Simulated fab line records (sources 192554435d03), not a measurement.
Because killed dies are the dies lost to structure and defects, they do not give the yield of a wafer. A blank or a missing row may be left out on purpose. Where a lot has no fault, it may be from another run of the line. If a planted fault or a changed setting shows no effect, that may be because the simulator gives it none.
Which tool did it? || flow n5Finfet || 24 lots, 72 wafers sampled, at 6 steps of a route of 1938

## WHAT THE GAUGES SHOWED, per wafer
N5_BEOL_M2_RS_MEAS_58: measures by four-point-probe.
{"lot": "L074", "measured": "day 7 18:37", "on": "filmMetro-02", "M2_RS (ohm/sq)": "0.64 0.62 0.64"}
{"lot": "L075", "measured": "day 7 18:49", "on": "filmMetro-02", "M2_RS (ohm/sq)": "0.73 0.63 0.74"}
{"lot": "L076", "measured": "day 7 19:20", "on": "filmMetro-01", "M2_RS (ohm/sq)": "0.61 0.67 0.70"}
{"lot": "L077", "measured": "day 7 22:25", "on": "filmMetro-01", "M2_RS (ohm/sq)": "0.64 0.64 0.63"}
{"lot": "L078", "measured": "day 8 02:38", "on": "filmMetro-01", "M2_RS (ohm/sq)": "0.61 0.62 0.63"}
{"lot": "L079", "measured": "day 8 04:57", "on": "filmMetro-01", "M2_RS (ohm/sq)": "0.63 0.62 0.64"}
{"lot": "L080", "measured": "day 8 08:01", "on": "filmMetro-02", "M2_RS (ohm/sq)": "0.67 0.75 0.67"}
{"lot": "L081", "measured": "day 9 08:28", "on": "filmMetro-02", "M2_RS (ohm/sq)": "0.68 0.58 0.72"}
{"lot": "L082", "measured": "day 9 09:00", "on": "filmMetro-02", "M2_RS (ohm/sq)": "0.68 0.72 0.75"}
{"lot": "L084", "measured": "day 9 12:11", "on": "filmMetro-01", "M2_RS (ohm/sq)": "0.59 0.58 0.63"}
{"lot": "L083", "measured": "day 9 15:07", "on": "filmMetro-02", "M2_RS (ohm/sq)": "0.69 0.62 0.66"}
{"lot": "L085", "measured": "day 10 08:59", "on": "filmMetro-02", "M2_RS (ohm/sq)": "0.62 0.64 0.62"}
{"lot": "L086", "measured": "day 10 12:39", "on": "filmMetro-02", "M2_RS (ohm/sq)": "0.68 0.71 0.69"}
{"lot": "L087", "measured": "day 10 12:52", "on": "filmMetro-02", "M2_RS (ohm/sq)": "0.63 0.62 0.64"}
{"lot": "L088", "measured": "day 10 16:19", "on": "filmMetro-01", "M2_RS (ohm/sq)": "0.67 0.74 0.68"}
{"lot": "L089", "measured": "day 10 23:11", "on": "filmMetro-01", "M2_RS (ohm/sq)": "0.60 0.67 0.62"}
{"lot": "L091", "measured": "day 11 06:33", "on": "filmMetro-01", "M2_RS (ohm/sq)": "0.67 0.65 0.72"}
{"lot": "L090", "measured": "day 11 10:42", "on": "filmMetro-02", "M2_RS (ohm/sq)": "0.61 0.64 0.64"}
{"lot": "L092", "measured": "day 11 12:43", "on": "filmMetro-02", "M2_RS (ohm/sq)": "0.61 0.64 0.63"}
{"lot": "L093", "measured": "day 11 20:46", "on": "filmMetro-02", "M2_RS (ohm/sq)": "0.65 0.65 0.66"}
{"lot": "L094", "measured": "day 12 09:20", "on": "filmMetro-01", "M2_RS (ohm/sq)": "0.73 0.68 0.73"}
{"lot": "L095", "measured": "day 12 10:56", "on": "filmMetro-02", "M2_RS (ohm/sq)": "0.64 0.61 0.62"}
{"lot": "L097", "measured": "day 12 19:39", "on": "filmMetro-01", "M2_RS (ohm/sq)": "0.69 0.73 0.68"}
{"lot": "L096", "measured": "day 13 05:08", "on": "filmMetro-01", "M2_RS (ohm/sq)": "0.64 0.62 0.66"}

## WHAT TOOL EACH LOT RAN ON (gives the tool, then ch and the chambers of the sampled wafers, and finally the start)
{"lot": "L074", "N5_BEOL_M2_ETCH_69": "rieDiel-03 ch 0,2,3, day 6 21:09", "N5_BEOL_M2_ALD_98": "aldSin-04 ch 0,1,3, day 6 21:14", "N5_BEOL_M2_ALD_84": "aldMetal-01 ch 1,2,3, day 7 15:15", "N5_BEOL_M2_ANNEAL_82": "pvdSputter-02, day 7 16:20", "N5_BEOL_M2_SPUTTER_92": "pvdSputter-02, day 7 17:08"}
{"lot": "L075", "N5_BEOL_M2_ETCH_69": "rieDiel-03 ch 0,1,2, day 6 23:18", "N5_BEOL_M2_ALD_98": "aldSin-03 ch 0,3, day 6 23:23", "N5_BEOL_M2_ALD_84": "aldMetal-04 ch 1,3, day 7 15:26", "N5_BEOL_M2_ANNEAL_82": "pvdSputter-01, day 7 16:32", "N5_BEOL_M2_SPUTTER_92": "pvdSputter-01, day 7 17:20"}
{"lot": "L076", "N5_BEOL_M2_ETCH_69": "rieDiel-03 ch 0,1, day 7 03:40", "N5_BEOL_M2_ALD_98": "aldSin-02 ch 0,1, day 7 03:44", "N5_BEOL_M2_ALD_84": "aldMetal-03 ch 0,1,3, day 7 15:29", "N5_BEOL_M2_ANNEAL_82": "pvdSputter-03, day 7 17:02", "N5_BEOL_M2_SPUTTER_92": "pvdSputter-03, day 7 17:50"}
{"lot": "L077", "N5_BEOL_M2_ETCH_69": "rieDiel-03 ch 0,1,3, day 7 15:37", "N5_BEOL_M2_ALD_98": "aldSin-03 ch 0,1,2, day 7 15:41", "N5_BEOL_M2_ALD_84": "aldMetal-04 ch 2,3, day 7 18:56", "N5_BEOL_M2_ANNEAL_82": "pvdSputter-02, day 7 20:07", "N5_BEOL_M2_SPUTTER_92": "pvdSputter-02, day 7 20:55"}
{"lot": "L078", "N5_BEOL_M2_ETCH_69": "rieDiel-05 ch 0,2,3, day 7 19:34", "N5_BEOL_M2_ALD_98": "aldSin-02 ch 0,3, day 7 19:55", "N5_BEOL_M2_ALD_84": "aldMetal-01 ch 0,1, day 7 21:32", "N5_BEOL_M2_ANNEAL_82": "pvdSputter-02, day 8 00:20", "N5_BEOL_M2_SPUTTER_92": "pvdSputter-02, day 8 01:08"}
{"lot": "L079", "N5_BEOL_M2_ETCH_69": "rieDiel-05 ch 0,2, day 7 19:46", "N5_BEOL_M2_ALD_98": "aldSin-02 ch 1,2,3, day 7 20:01", "N5_BEOL_M2_ALD_84": "aldMetal-03 ch 2,3, day 8 01:26", "N5_BEOL_M2_ANNEAL_82": "pvdSputter-02, day 8 02:40", "N5_BEOL_M2_SPUTTER_92": "pvdSputter-02, day 8 03:28"}
{"lot": "L080", "N5_BEOL_M2_ETCH_69": "rieDiel-05 ch 0,3, day 8 02:01", "N5_BEOL_M2_ALD_98": "aldSin-03 ch 0,1,2, day 8 02:05", "N5_BEOL_M2_ALD_84": "aldMetal-04 ch 0,1,2, day 8 04:38", "N5_BEOL_M2_ANNEAL_82": "pvdSputter-03, day 8 05:41", "N5_BEOL_M2_SPUTTER_92": "pvdSputter-03, day 8 06:29"}
{"lot": "L081", "N5_BEOL_M2_ETCH_69": "rieDiel-01 ch 0,2,3, day 8 18:50", "N5_BEOL_M2_ALD_98": "aldSin-04 ch 0,2, day 8 18:59", "N5_BEOL_M2_ALD_84": "aldMetal-04 ch 0,3, day 9 05:09", "N5_BEOL_M2_ANNEAL_82": "pvdSputter-03, day 9 06:11", "N5_BEOL_M2_SPUTTER_92": "pvdSputter-03, day 9 06:59"}
{"lot": "L082", "N5_BEOL_M2_ETCH_69": "rieDiel-03 ch 0,2, day 8 23:13", "N5_BEOL_M2_ALD_98": "aldSin-02 ch 0,1, day 8 23:37", "N5_BEOL_M2_ALD_84": "aldMetal-03 ch 0,1,2, day 9 05:42", "N5_BEOL_M2_ANNEAL_82": "pvdSputter-02, day 9 06:42", "N5_BEOL_M2_SPUTTER_92": "pvdSputter-02, day 9 07:30"}
{"lot": "L084", "N5_BEOL_M2_ETCH_69": "rieDiel-01 ch 1,2,3, day 9 04:14", "N5_BEOL_M2_ALD_98": "aldSin-03 ch 0,1,2, day 9 04:19", "N5_BEOL_M2_ALD_84": "aldMetal-01 ch 0,1,2, day 9 08:44", "N5_BEOL_M2_ANNEAL_82": "pvdSputter-01, day 9 09:53", "N5_BEOL_M2_SPUTTER_92": "pvdSputter-01, day 9 10:41"}
{"lot": "L083", "N5_BEOL_M2_ETCH_69": "rieDiel-03 ch 2,3, day 9 05:15", "N5_BEOL_M2_ALD_98": "aldSin-03 ch 0,2,3, day 9 05:20", "N5_BEOL_M2_ALD_84": "aldMetal-03 ch 0,1, day 9 11:29", "N5_BEOL_M2_ANNEAL_82": "pvdSputter-02, day 9 12:43", "N5_BEOL_M2_SPUTTER_92": "pvdSputter-02, day 9 13:35"}
{"lot": "L085", "N5_BEOL_M2_ETCH_69": "rieDiel-03 ch 2,3, day 9 18:56", "N5_BEOL_M2_ALD_98": "aldSin-04 ch 1,2, day 9 19:11", "N5_BEOL_M2_ALD_84": "aldMetal-01 ch 0,3, day 10 05:39", "N5_BEOL_M2_ANNEAL_82": "pvdSputter-02, day 10 06:38", "N5_BEOL_M2_SPUTTER_92": "pvdSputter-02, day 10 07:26"}
{"lot": "L086", "N5_BEOL_M2_ETCH_69": "rieDiel-05 ch 1,2,3, day 10 03:49", "N5_BEOL_M2_ALD_98": "aldSin-03 ch 0,3, day 10 03:54", "N5_BEOL_M2_ALD_84": "aldMetal-01 ch 2,3, day 10 09:17", "N5_BEOL_M2_ANNEAL_82": "pvdSputter-01, day 10 10:22", "N5_BEOL_M2_SPUTTER_92": "pvdSputter-01, day 10 11:10"}
{"lot": "L087", "N5_BEOL_M2_ETCH_69": "rieDiel-03 ch 0,1,2, day 10 07:32", "N5_BEOL_M2_ALD_98": "aldSin-03 ch 1,2, day 10 08:18", "N5_BEOL_M2_ALD_84": "aldMetal-03 ch 2,3, day 10 09:25", "N5_BEOL_M2_ANNEAL_82": "pvdSputter-03, day 10 10:31", "N5_BEOL_M2_SPUTTER_92": "pvdSputter-03, day 10 11:19"}
{"lot": "L088", "N5_BEOL_M2_ETCH_69": "rieDiel-05 ch 0,1,2, day 10 10:33", "N5_BEOL_M2_ALD_98": "aldSin-04 ch 0,3, day 10 10:38", "N5_BEOL_M2_ALD_84": "aldMetal-01 ch 0,2, day 10 12:44", "N5_BEOL_M2_ANNEAL_82": "pvdSputter-02, day 10 14:02", "N5_BEOL_M2_SPUTTER_92": "pvdSputter-02, day 10 14:50"}
{"lot": "L089", "N5_BEOL_M2_ETCH_69": "rieDiel-03 ch 1,2, day 10 15:01", "N5_BEOL_M2_ALD_98": "aldSin-03 ch 0,1,2, day 10 15:17", "N5_BEOL_M2_ALD_84": "aldMetal-04 ch 0,1,3, day 10 17:58", "N5_BEOL_M2_ANNEAL_82": "pvdSputter-02, day 10 20:38", "N5_BEOL_M2_SPUTTER_92": "pvdSputter-02, day 10 21:26"}
{"lot": "L091", "N5_BEOL_M2_ETCH_69": "rieDiel-05 ch 0,3, day 10 19:41", "N5_BEOL_M2_ALD_98": "aldSin-04 ch 0,2, day 10 19:50", "N5_BEOL_M2_ALD_84": "aldMetal-04 ch 1,3, day 10 23:22", "N5_BEOL_M2_ANNEAL_82": "pvdSputter-01, day 11 04:16", "N5_BEOL_M2_SPUTTER_92": "pvdSputter-01, day 11 05:04"}
{"lot": "L090", "N5_BEOL_M2_ETCH_69": "rieDiel-01 ch 2,3, day 10 23:58", "N5_BEOL_M2_ALD_98": "aldSin-03 ch 0,3, day 11 00:03", "N5_BEOL_M2_ALD_84": "aldMetal-03 ch 1,2, day 11 07:20", "N5_BEOL_M2_ANNEAL_82": "pvdSputter-03, day 11 08:25", "N5_BEOL_M2_SPUTTER_92": "pvdSputter-03, day 11 09:13"}
{"lot": "L092", "N5_BEOL_M2_ETCH_69": "rieDiel-01 ch 0,2,3, day 11 05:41", "N5_BEOL_M2_ALD_98": "aldSin-02 ch 0,2,3, day 11 05:53", "N5_BEOL_M2_ALD_84": "aldMetal-04 ch 2,3, day 11 07:45", "N5_BEOL_M2_ANNEAL_82": "pvdSputter-03, day 11 10:15", "N5_BEOL_M2_SPUTTER_92": "pvdSputter-03, day 11 11:03"}
{"lot": "L093", "N5_BEOL_M2_ETCH_69": "rieDiel-05 ch 0,2,3, day 11 13:16", "N5_BEOL_M2_ALD_98": "aldSin-03 ch 1,2, day 11 13:21", "N5_BEOL_M2_ALD_84": "aldMetal-03 ch 0,3, day 11 15:20", "N5_BEOL_M2_ANNEAL_82": "pvdSputter-02, day 11 18:10", "N5_BEOL_M2_SPUTTER_92": "pvdSputter-02, day 11 18:58"}
{"lot": "L094", "N5_BEOL_M2_ETCH_69": "rieDiel-05 ch 0,3, day 11 19:11", "N5_BEOL_M2_ALD_98": "aldSin-02 ch 0,1,3, day 11 19:16", "N5_BEOL_M2_ALD_84": "aldMetal-04 ch 2,3, day 12 05:34", "N5_BEOL_M2_ANNEAL_82": "pvdSputter-01, day 12 07:02", "N5_BEOL_M2_SPUTTER_92": "pvdSputter-01, day 12 07:50"}
{"lot": "L095", "N5_BEOL_M2_ETCH_69": "rieDiel-01 ch 2,3, day 11 21:07", "N5_BEOL_M2_ALD_98": "aldSin-03 ch 0,3, day 11 21:12", "N5_BEOL_M2_ALD_84": "aldMetal-04 ch 0,1,2, day 12 06:17", "N5_BEOL_M2_ANNEAL_82": "pvdSputter-03, day 12 08:31", "N5_BEOL_M2_SPUTTER_92": "pvdSputter-03, day 12 09:19"}
{"lot": "L097", "N5_BEOL_M2_ETCH_69": "rieDiel-01 ch 0,2, day 12 11:53", "N5_BEOL_M2_ALD_98": "aldSin-02 ch 1,2, day 12 12:02", "N5_BEOL_M2_ALD_84": "aldMetal-04 ch 0,2,3, day 12 15:55", "N5_BEOL_M2_ANNEAL_82": "pvdSputter-01, day 12 17:13", "N5_BEOL_M2_SPUTTER_92": "pvdSputter-01, day 12 18:01"}
{"lot": "L096", "N5_BEOL_M2_ETCH_69": "rieDiel-05 ch 0,2,3, day 12 21:11", "N5_BEOL_M2_ALD_98": "aldSin-04 ch 1,2,3, day 12 21:16", "N5_BEOL_M2_ALD_84": "aldMetal-03 ch 0,1,2, day 13 01:36", "N5_BEOL_M2_ANNEAL_82": "pvdSputter-03, day 13 02:51", "N5_BEOL_M2_SPUTTER_92": "pvdSputter-03, day 13 03:39"}
- N5_BEOL_M2_ETCH_69: etches SiARC in CF4, target depth 15.6 nm, time 26 s.
- N5_BEOL_M2_ALD_98: deposits SiO2, target thk 2.5 nm, pulse time 1 s, co reactant pulse time 1 s.
- N5_BEOL_M2_ALD_84: deposits TaN, pulse time 2 s, purge time 3 s, co reactant purge time 2 s.
- N5_BEOL_M2_ANNEAL_82: time 240 s.
- N5_BEOL_M2_SPUTTER_92: material Cu, target thk 4.5 nm, time 8.29 s.

## AS READ BY THE TOOLS THEMSELVES (means over the sampled wafers that have a number; for cases with no such wafer, the mark the record gives instead)
N5_BEOL_M2_ETCH_69.
{"lot": "L074", "tool": "rieDiel-03", "drypumpMotorCurrentA (A)": 5.6, "etchRfOnTimeS (s)": 24.9, "oesProductAu (a.u.)": 0.68, "rfVppV (V)": 184.1, "showerheadPlenumPTorr (Torr)": 2.15, "throttleValvePct (%)": 15.68}
{"lot": "L075", "tool": "rieDiel-03", "drypumpMotorCurrentA (A)": 5.5, "etchRfOnTimeS (s)": 25.3, "oesProductAu (a.u.)": 0.63, "rfVppV (V)": 184.0, "showerheadPlenumPTorr (Torr)": 2.11, "throttleValvePct (%)": 15.83}
{"lot": "L076", "tool": "rieDiel-03", "drypumpMotorCurrentA (A)": 5.4, "etchRfOnTimeS (s)": 25.1, "oesProductAu (a.u.)": 0.62, "rfVppV (V)": 183.8, "showerheadPlenumPTorr (Torr)": 2.10, "throttleValvePct (%)": 15.91}
{"lot": "L077", "tool": "rieDiel-03", "drypumpMotorCurrentA (A)": 5.5, "etchRfOnTimeS (s)": 24.9, "oesProductAu (a.u.)": 0.66, "rfVppV (V)": 183.6, "showerheadPlenumPTorr (Torr)": 2.14, "throttleValvePct (%)": 15.79}
{"lot": "L078", "tool": "rieDiel-05", "drypumpMotorCurrentA (A)": 5.7, "etchRfOnTimeS (s)": 24.8, "oesProductAu (a.u.)": 0.76, "rfVppV (V)": 183.3, "showerheadPlenumPTorr (Torr)": 2.11, "throttleValvePct (%)": 15.71}
{"lot": "L079", "tool": "rieDiel-05", "drypumpMotorCurrentA (A)": 5.8, "etchRfOnTimeS (s)": 25.0, "oesProductAu (a.u.)": 0.76, "rfVppV (V)": 183.5, "showerheadPlenumPTorr (Torr)": 2.11, "throttleValvePct (%)": 15.75}
{"lot": "L080", "tool": "rieDiel-05", "drypumpMotorCurrentA (A)": 5.5, "etchRfOnTimeS (s)": 25.0, "oesProductAu (a.u.)": 0.76, "rfVppV (V)": 182.7, "showerheadPlenumPTorr (Torr)": 2.10, "throttleValvePct (%)": 15.67}
{"lot": "L081", "tool": "rieDiel-01", "drypumpMotorCurrentA (A)": 5.8, "etchRfOnTimeS (s)": 25.1, "oesProductAu (a.u.)": 0.78, "rfVppV (V)": 184.3, "showerheadPlenumPTorr (Torr)": 2.21, "throttleValvePct (%)": 15.55}
{"lot": "L082", "tool": "rieDiel-03", "drypumpMotorCurrentA (A)": 5.6, "etchRfOnTimeS (s)": 25.5, "oesProductAu (a.u.)": 0.63, "rfVppV (V)": 182.9, "showerheadPlenumPTorr (Torr)": 2.11, "throttleValvePct (%)": 15.77}
{"lot": "L084", "tool": "rieDiel-01", "drypumpMotorCurrentA (A)": 5.7, "etchRfOnTimeS (s)": 25.7, "oesProductAu (a.u.)": 0.76, "rfVppV (V)": 185.6, "showerheadPlenumPTorr (Torr)": 2.23, "throttleValvePct (%)": 15.42}
{"lot": "L083", "tool": "rieDiel-03", "drypumpMotorCurrentA (A)": 5.7, "etchRfOnTimeS (s)": 24.8, "oesProductAu (a.u.)": 0.67, "rfVppV (V)": 182.4, "showerheadPlenumPTorr (Torr)": 2.10, "throttleValvePct (%)": 15.59}
{"lot": "L085", "tool": "rieDiel-03", "drypumpMotorCurrentA (A)": 5.7, "etchRfOnTimeS (s)": 25.3, "oesProductAu (a.u.)": 0.66, "rfVppV (V)": 183.4, "showerheadPlenumPTorr (Torr)": 2.10, "throttleValvePct (%)": 15.61}
{"lot": "L086", "tool": "rieDiel-05", "drypumpMotorCurrentA (A)": 5.7, "etchRfOnTimeS (s)": 25.0, "oesProductAu (a.u.)": 0.78, "rfVppV (V)": 184.3, "showerheadPlenumPTorr (Torr)": 2.14, "throttleValvePct (%)": 15.69}
{"lot": "L087", "tool": "rieDiel-03", "drypumpMotorCurrentA (A)": 5.5, "etchRfOnTimeS (s)": 25.4, "oesProductAu (a.u.)": 0.61, "rfVppV (V)": 183.7, "showerheadPlenumPTorr (Torr)": 2.10, "throttleValvePct (%)": 15.89}
{"lot": "L088", "tool": "rieDiel-05", "drypumpMotorCurrentA (A)": 5.8, "etchRfOnTimeS (s)": 24.8, "oesProductAu (a.u.)": 0.72, "rfVppV (V)": 183.9, "showerheadPlenumPTorr (Torr)": 2.14, "throttleValvePct (%)": 15.62}
{"lot": "L089", "tool": "rieDiel-03", "drypumpMotorCurrentA (A)": 5.5, "etchRfOnTimeS (s)": 25.5, "oesProductAu (a.u.)": 0.61, "rfVppV (V)": 182.7, "showerheadPlenumPTorr (Torr)": 2.05, "throttleValvePct (%)": 15.86}
{"lot": "L091", "tool": "rieDiel-05", "drypumpMotorCurrentA (A)": 5.5, "etchRfOnTimeS (s)": 25.0, "oesProductAu (a.u.)": 0.74, "rfVppV (V)": 183.6, "showerheadPlenumPTorr (Torr)": 2.09, "throttleValvePct (%)": 15.72}
{"lot": "L090", "tool": "rieDiel-01", "drypumpMotorCurrentA (A)": 5.9, "etchRfOnTimeS (s)": 24.9, "oesProductAu (a.u.)": 0.78, "rfVppV (V)": 184.3, "showerheadPlenumPTorr (Torr)": 2.21, "throttleValvePct (%)": 15.50}
{"lot": "L092", "tool": "rieDiel-01", "drypumpMotorCurrentA (A)": 5.8, "etchRfOnTimeS (s)": 25.0, "oesProductAu (a.u.)": 0.75, "rfVppV (V)": 184.0, "showerheadPlenumPTorr (Torr)": 2.20, "throttleValvePct (%)": 15.59}
{"lot": "L093", "tool": "rieDiel-05", "drypumpMotorCurrentA (A)": 5.7, "etchRfOnTimeS (s)": 24.5, "oesProductAu (a.u.)": 0.73, "rfVppV (V)": 182.7, "showerheadPlenumPTorr (Torr)": 2.10, "throttleValvePct (%)": 15.76}
{"lot": "L094", "tool": "rieDiel-05", "drypumpMotorCurrentA (A)": 5.6, "etchRfOnTimeS (s)": 25.0, "oesProductAu (a.u.)": 0.68, "rfVppV (V)": 182.9, "showerheadPlenumPTorr (Torr)": 2.10, "throttleValvePct (%)": 15.66}
{"lot": "L095", "tool": "rieDiel-01", "drypumpMotorCurrentA (A)": 5.8, "etchRfOnTimeS (s)": 25.0, "oesProductAu (a.u.)": 0.78, "rfVppV (V)": 184.5, "showerheadPlenumPTorr (Torr)": 2.21, "throttleValvePct (%)": 15.52}
{"lot": "L097", "tool": "rieDiel-01", "drypumpMotorCurrentA (A)": 6.2, "etchRfOnTimeS (s)": 25.1, "oesProductAu (a.u.)": 0.73, "rfVppV (V)": 184.3, "showerheadPlenumPTorr (Torr)": 2.18, "throttleValvePct (%)": 15.69}
{"lot": "L096", "tool": "rieDiel-05", "drypumpMotorCurrentA (A)": 5.7, "etchRfOnTimeS (s)": 24.8, "oesProductAu (a.u.)": 0.72, "rfVppV (V)": 184.5, "showerheadPlenumPTorr (Torr)": 2.10, "throttleValvePct (%)": 15.78}

N5_BEOL_M2_ALD_98.
{"lot": "L074", "tool": "aldSin-04", "heaterPowerW (W)": 78, "precursorPulseHeightRel": 1.008}
{"lot": "L075", "tool": "aldSin-03", "heaterPowerW (W)": 73, "precursorPulseHeightRel": 1.012}
{"lot": "L076", "tool": "aldSin-02", "heaterPowerW (W)": 81, "precursorPulseHeightRel": 1.003}
{"lot": "L077", "tool": "aldSin-03", "heaterPowerW (W)": 73, "precursorPulseHeightRel": 1.008}
{"lot": "L078", "tool": "aldSin-02", "heaterPowerW (W)": 74, "precursorPulseHeightRel": 0.998}
{"lot": "L079", "tool": "aldSin-02", "heaterPowerW (W)": 72, "precursorPulseHeightRel": 1.015}
{"lot": "L080", "tool": "aldSin-03", "heaterPowerW (W)": 74, "precursorPulseHeightRel": 0.999}
{"lot": "L081", "tool": "aldSin-04", "heaterPowerW (W)": 81, "precursorPulseHeightRel": 0.986}
{"lot": "L082", "tool": "aldSin-02", "heaterPowerW (W)": 77, "precursorPulseHeightRel": 1.000}
{"lot": "L084", "tool": "aldSin-03", "heaterPowerW (W)": 73, "precursorPulseHeightRel": 1.004}
{"lot": "L083", "tool": "aldSin-03", "heaterPowerW (W)": 75, "precursorPulseHeightRel": 1.030}
{"lot": "L085", "tool": "aldSin-04", "heaterPowerW (W)": 77, "precursorPulseHeightRel": 1.008}
{"lot": "L086", "tool": "aldSin-03", "heaterPowerW (W)": 71, "precursorPulseHeightRel": 0.999}
{"lot": "L087", "tool": "aldSin-03", "heaterPowerW (W)": 79, "precursorPulseHeightRel": 0.993}
{"lot": "L088", "tool": "aldSin-04", "heaterPowerW (W)": 78, "precursorPulseHeightRel": 1.020}
{"lot": "L089", "tool": "aldSin-03", "heaterPowerW (W)": 72, "precursorPulseHeightRel": 1.007}
{"lot": "L091", "tool": "aldSin-04", "heaterPowerW (W)": 80, "precursorPulseHeightRel": 0.998}
{"lot": "L090", "tool": "aldSin-03", "heaterPowerW (W)": 71, "precursorPulseHeightRel": 0.999}
{"lot": "L092", "tool": "aldSin-02", "heaterPowerW (W)": 67, "precursorPulseHeightRel": 1.031}
{"lot": "L093", "tool": "aldSin-03", "heaterPowerW (W)": 74, "precursorPulseHeightRel": 0.998}
{"lot": "L094", "tool": "aldSin-02", "heaterPowerW (W)": 75, "precursorPulseHeightRel": 1.006}
{"lot": "L095", "tool": "aldSin-03", "heaterPowerW (W)": 71, "precursorPulseHeightRel": 1.011}
{"lot": "L097", "tool": "aldSin-02", "heaterPowerW (W)": 72, "precursorPulseHeightRel": 0.998}
{"lot": "L096", "tool": "aldSin-04", "heaterPowerW (W)": 73, "precursorPulseHeightRel": 0.998}

N5_BEOL_M2_ALD_84.
{"lot": "L074", "tool": "aldMetal-01", "heaterPowerW (W)": 411}
{"lot": "L075", "tool": "aldMetal-04", "heaterPowerW (W)": 406}
{"lot": "L076", "tool": "aldMetal-03", "heaterPowerW (W)": 426}
{"lot": "L077", "tool": "aldMetal-04", "heaterPowerW (W)": 443}
{"lot": "L078", "tool": "aldMetal-01", "heaterPowerW (W)": 401}
{"lot": "L079", "tool": "aldMetal-03", "heaterPowerW (W)": 435}
{"lot": "L080", "tool": "aldMetal-04", "heaterPowerW (W)": 432}
{"lot": "L081", "tool": "aldMetal-04", "heaterPowerW (W)": 407}
{"lot": "L082", "tool": "aldMetal-03", "heaterPowerW (W)": 442}
{"lot": "L084", "tool": "aldMetal-01", "heaterPowerW (W)": 401}
{"lot": "L083", "tool": "aldMetal-03", "heaterPowerW (W)": 452}
{"lot": "L085", "tool": "aldMetal-01", "heaterPowerW (W)": 426}
{"lot": "L086", "tool": "aldMetal-01", "heaterPowerW (W)": 424}
{"lot": "L087", "tool": "aldMetal-03", "heaterPowerW (W)": 458}
{"lot": "L088", "tool": "aldMetal-01", "heaterPowerW (W)": 406}
{"lot": "L089", "tool": "aldMetal-04", "heaterPowerW (W)": 404}
{"lot": "L091", "tool": "aldMetal-04", "heaterPowerW (W)": 413}
{"lot": "L090", "tool": "aldMetal-03", "heaterPowerW (W)": 478}
{"lot": "L092", "tool": "aldMetal-04", "heaterPowerW (W)": 444}
{"lot": "L093", "tool": "aldMetal-03", "heaterPowerW (W)": 407}
{"lot": "L094", "tool": "aldMetal-04", "heaterPowerW (W)": 444}
{"lot": "L095", "tool": "aldMetal-04", "heaterPowerW (W)": 440}
{"lot": "L097", "tool": "aldMetal-04", "heaterPowerW (W)": 433}
{"lot": "L096", "tool": "aldMetal-03", "heaterPowerW (W)": 447}

N5_BEOL_M2_ANNEAL_82.
{"lot": "L074", "tool": "pvdSputter-02", "heaterPowerW (W)": 828}
{"lot": "L075", "tool": "pvdSputter-01", "heaterPowerW (W)": 817}
{"lot": "L076", "tool": "pvdSputter-03", "heaterPowerW (W)": 820}
{"lot": "L077", "tool": "pvdSputter-02", "heaterPowerW (W)": 874}
{"lot": "L078", "tool": "pvdSputter-02", "heaterPowerW (W)": 839}
{"lot": "L079", "tool": "pvdSputter-02", "heaterPowerW (W)": 869}
{"lot": "L080", "tool": "pvdSputter-03", "heaterPowerW (W)": 805}
{"lot": "L081", "tool": "pvdSputter-03", "heaterPowerW (W)": 837}
{"lot": "L082", "tool": "pvdSputter-02", "heaterPowerW (W)": 852}
{"lot": "L084", "tool": "pvdSputter-01", "heaterPowerW (W)": 827}
{"lot": "L083", "tool": "pvdSputter-02", "heaterPowerW (W)": 813}
{"lot": "L085", "tool": "pvdSputter-02", "heaterPowerW (W)": 865}
{"lot": "L086", "tool": "pvdSputter-01", "heaterPowerW (W)": 796}
{"lot": "L087", "tool": "pvdSputter-03", "heaterPowerW (W)": 880}
{"lot": "L088", "tool": "pvdSputter-02", "heaterPowerW (W)": 851}
{"lot": "L089", "tool": "pvdSputter-02", "heaterPowerW (W)": 859}
{"lot": "L091", "tool": "pvdSputter-01", "heaterPowerW (W)": 829}
{"lot": "L090", "tool": "pvdSputter-03", "heaterPowerW (W)": 834}
{"lot": "L092", "tool": "pvdSputter-03", "heaterPowerW (W)": 808}
{"lot": "L093", "tool": "pvdSputter-02", "heaterPowerW (W)": 835}
{"lot": "L094", "tool": "pvdSputter-01", "heaterPowerW (W)": 873}
{"lot": "L095", "tool": "pvdSputter-03", "heaterPowerW (W)": 865}
{"lot": "L097", "tool": "pvdSputter-01", "heaterPowerW (W)": 827}
{"lot": "L096", "tool": "pvdSputter-03", "heaterPowerW (W)": 837}

N5_BEOL_M2_SPUTTER_92.
{"lot": "L074", "tool": "pvdSputter-02", "throttleValvePct (%)": 30.6}
{"lot": "L075", "tool": "pvdSputter-01", "throttleValvePct (%)": 31.0}
{"lot": "L076", "tool": "pvdSputter-03", "throttleValvePct (%)": 31.4}
{"lot": "L077", "tool": "pvdSputter-02", "throttleValvePct (%)": 30.2}
{"lot": "L078", "tool": "pvdSputter-02", "throttleValvePct (%)": 30.4}
{"lot": "L079", "tool": "pvdSputter-02", "throttleValvePct (%)": 30.3}
{"lot": "L080", "tool": "pvdSputter-03", "throttleValvePct (%)": 29.9}
{"lot": "L081", "tool": "pvdSputter-03", "throttleValvePct (%)": 31.0}
{"lot": "L082", "tool": "pvdSputter-02", "throttleValvePct (%)": 30.2}
{"lot": "L084", "tool": "pvdSputter-01", "throttleValvePct (%)": 31.0}
{"lot": "L083", "tool": "pvdSputter-02", "throttleValvePct (%)": 30.5}
{"lot": "L085", "tool": "pvdSputter-02", "throttleValvePct (%)": 30.6}
{"lot": "L086", "tool": "pvdSputter-01", "throttleValvePct (%)": 31.6}
{"lot": "L087", "tool": "pvdSputter-03", "throttleValvePct (%)": 31.1}
{"lot": "L088", "tool": "pvdSputter-02", "throttleValvePct (%)": 30.5}
{"lot": "L089", "tool": "pvdSputter-02", "throttleValvePct (%)": 30.6}
{"lot": "L091", "tool": "pvdSputter-01", "throttleValvePct (%)": 30.7}
{"lot": "L090", "tool": "pvdSputter-03", "throttleValvePct (%)": 29.4}
{"lot": "L092", "tool": "pvdSputter-03", "throttleValvePct (%)": 29.8}
{"lot": "L093", "tool": "pvdSputter-02", "throttleValvePct (%)": 30.1}
{"lot": "L094", "tool": "pvdSputter-01", "throttleValvePct (%)": 30.6}
{"lot": "L095", "tool": "pvdSputter-03", "throttleValvePct (%)": 30.5}
{"lot": "L097", "tool": "pvdSputter-01", "throttleValvePct (%)": 31.0}
{"lot": "L096", "tool": "pvdSputter-03", "throttleValvePct (%)": 30.9}

## THE ANSWER, worked out from the rows above alone
Rule: the lots themselves supply what counts as usual. Put in order of their means at a reading, lots are off if they are a third of the lots or fewer, leave a main group of 4 or more, and stand apart from it by a gap of 3 or more times the standard deviation of the main group's means; of several such gaps the widest counts. A main group is skipped when, at the precision printed for the reading in the tables above, its means are all equal. Also off: a lot with no number at a reading for which 4 or more lots have one. Any other lot the step has rows for is counted as sound. The gauges are gone through in route order, then the tools' own readings, and for those a lot's mean is taken as printed above. The first step at which some lot is off is used, and at that step the reading that is off furthest; a lot without a number counts as furthest.
Across all readings shown, no lot is off: no conclusion can be drawn from this.

## WHAT HAD BEEN PUT IN BY THE SIMULATOR
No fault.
